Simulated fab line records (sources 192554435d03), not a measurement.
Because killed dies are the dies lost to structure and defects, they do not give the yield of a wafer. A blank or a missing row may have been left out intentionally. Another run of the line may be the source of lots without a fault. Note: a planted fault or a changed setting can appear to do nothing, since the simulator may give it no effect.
Comparing a struck lot with a sound one | flow n5Finfet | 39 steps out of a route of 1938
Sound: wafers L750.3, L750.4, L750.5. Struck: wafer L764.2. (L764.4, L764.6 of the same lot were not struck and are left out.) The cause comes at the end.
At each step with rows: each side's tool, then ch and its chambers, then its first start. Under that, the readings that differ: sound wafers | struck wafers | difference of the means | sigmas: that difference in standard deviations of wafers without a fault.
alike: same words and numbers on both sides, and readings whose means sit less than 2 such deviations apart. not compared: any withheld reading, any reading some wafer has no value for, any bound like >300 that may hide the same value, and any number with overlapping values for which the record gives no deviation.
Wherever a step has rows on one side only, a row that says differs or no value, or a row with sigmas, the two part there. Numbers that have no deviation but don't overlap get no sigmas and don't part them. A reading that every wafer of one side lacks parts them only if that side has two wafers or more.

first, 10 steps without rows for these wafers: N5_BEOL_M3_STRIP_36 (strips in N2/H2); N5_BEOL_M3_TRENCH_ETCH_37 (etches SiOC in C4F6/O2, target depth 55.555 nm, time 29.2 s); N5_BEOL_M3_ETCH_41 (etches SiCN in CH3F/O2, target depth 29.9 nm, time 52.5 s); N5_BEOL_M3_STRIP_97 (strips in N2/H2, time 10 s); N5_BEOL_M3_HM_STRIP_39 (strips TiN in peroxide tin strip, target depth 25 nm, time 158 s); N5_BEOL_M3_SRD_40 (time 30 s); N5_BEOL_M3_PRECLEAN_42 (cleans in residue remover, time 60 s); N5_BEOL_M3_SRD_43 (time 30 s); N5_BEOL_M3_DEGAS_44 (time 60 s); N5_BEOL_M3_PRE_CLEAN_45 (time 30 s).
N5_BEOL_M3_ALD_84: deposits TaN, pulse time 2 s, purge time 3 s, co reactant purge time 2 s.
  sound on aldMetal-01 ch 0,3, day 7 21:05; struck on aldMetal-01 ch 3, day 11 16:08
reading   | sound    | struck | difference | sigmas
aldCycles | 30 30 30 | 14     | -16        | 
  alike: heaterPowerW
  not compared: model.TaN_of_BEOL_M3_ALD_84.thkNm
then, 26 steps without rows for these wafers: N5_BEOL_M3_SURFACE_TREAT_85; N5_BEOL_M3_CVD_47 (deposits Co from CCTBA/H2, target thk 3 nm, time 223.8 s); N5_BEOL_M3_SPUTTER_48 (material Cu, target thk 4.5 nm, time 8.29 s); N5_BEOL_M3_ANNEAL_49 (time 240 s); N5_BEOL_M3_SPUTTER_79 (material Cu, target thk 4.5 nm, time 8.29 s); N5_BEOL_M3_ANNEAL_80 (time 240 s); N5_BEOL_M3_SPUTTER_81 (material Cu, target thk 4.5 nm, time 8.29 s); N5_BEOL_M3_ANNEAL_82 (time 240 s); N5_BEOL_M3_SPUTTER_86 (material Cu, target thk 4.5 nm, time 8.29 s); N5_BEOL_M3_ANNEAL_87 (time 240 s); N5_BEOL_M3_SPUTTER_88 (material Cu, target thk 4.5 nm, time 8.29 s); N5_BEOL_M3_ANNEAL_89 (time 240 s); N5_BEOL_M3_SPUTTER_90 (material Cu, target thk 4.5 nm, time 8.29 s); N5_BEOL_M3_ANNEAL_91 (time 240 s); N5_BEOL_M3_SPUTTER_92 (material Cu, target thk 4.5 nm, time 8.29 s); N5_BEOL_M3_ANNEAL_93 (time 240 s); N5_BEOL_M3_SPUTTER_94 (material Cu, target thk 4.5 nm, time 8.29 s); N5_BEOL_M3_ANNEAL_95 (time 240 s); N5_BEOL_M3_SPUTTER_96 (material Cu, target thk 4.5 nm, time 8.29 s); N5_BEOL_M3_ECD_50 (material Cu, target thk 300 nm); N5_BEOL_M3_ANNEAL_51 (time 90 s); N5_BEOL_M3_CMP_52 (polishes, stops on SiOC, t overpolish 6.8 s, target thk 40 nm); N5_BEOL_M3_PRE_CLEAN_60 (time 15 s); N5_BEOL_M3_CO_CAP_55 (material Co, precursor CCTBA/H2, target thk 2 nm, time 102.1 s); N5_BEOL_M3_PRE_CLEAN_56 (time 15 s); N5_BEOL_M3_DEP_57 (deposits SiCN from 3MS/NH3, target thk 8 nm, time 14 s).
N5_BEOL_M4_RC_MEAS_101:
  sound on prober-01 ch 0, day 8 08:44; struck on prober-01 ch 0, day 12 23:31
reading                   | sound                 | struck   | difference | sigmas
COMB_M3 (S/m)             | 4.5e-11 7e-11 6.1e-11 | 8.22e-10 | +7.63e-10  | +64
COMB_M3_max_site (S/m)    | 7e-11 9.6e-11 9.8e-11 | 8.78e-10 | +7.90e-10  | +44
IOFF_P (nA/um)            | 0.19 0.19 0.23        | 0.31     | +0.11      | +3
ION_P (uA/um)             | 457 457 460           | 478      | +20        | +3
SERP_M3 (ohm/um)          | 208 181 188           | 144      | -48        | -4
SERP_M3_max_site (ohm/um) | 217 190 201           | 155      | -48        | -3
VT_P (mV)                 | -254 -256 -252        | -241     | +13        | +4
  alike: DIBL_N, DIBL_P, IOFF_N, ION_N, SS_N, SS_P, VT_N
-- here the record skips 4 days between the struck wafers' starts before and after, leaving off in module BEOL_M4 and picking up in module PASSIVATION (first step shown: number 1936 of the route) --
N5_PASSIVATION_PROBE_49:
  sound on prober-01, day 12 09:46; struck on prober-01, day 17 07:55
reading                | sound          | struck | difference | sigmas
defectLimitedYield (%) | 93.3 91.5 90.9 | 60.8   | -31.1      | -22
killed_at_M0_to_M3     | 15 25 41       | 395    | +368       | +33
killedAtContacts       | 15 30 18       | 8      | -13        | -2
killedDies             | 79 100 107     | 462    | +367       | +22
killedOnRim            | 10 13 13       | 60     | +48        | +12
sort_bin_4_leakage (%) | 0 0 0          | 30.85  | +30.85     | +99 or more
sortNPass              | 1101 1080 1073 | 718    | -367       | -22
sortYieldPct (%)       | 93.3 91.5 90.9 | 60.8   | -31.1      | -22
  alike: killed_at_M4_up, killedAtFrontEnd, killedAtOther, killedOpen, killedShort, sort_bin_5_function, sort_bin_6_memory

WHERE THEY PART
Earliest at N5_BEOL_M4_RC_MEAS_101; latest, in this record, at N5_PASSIVATION_PROBE_49.

WHY: what the simulator had put in
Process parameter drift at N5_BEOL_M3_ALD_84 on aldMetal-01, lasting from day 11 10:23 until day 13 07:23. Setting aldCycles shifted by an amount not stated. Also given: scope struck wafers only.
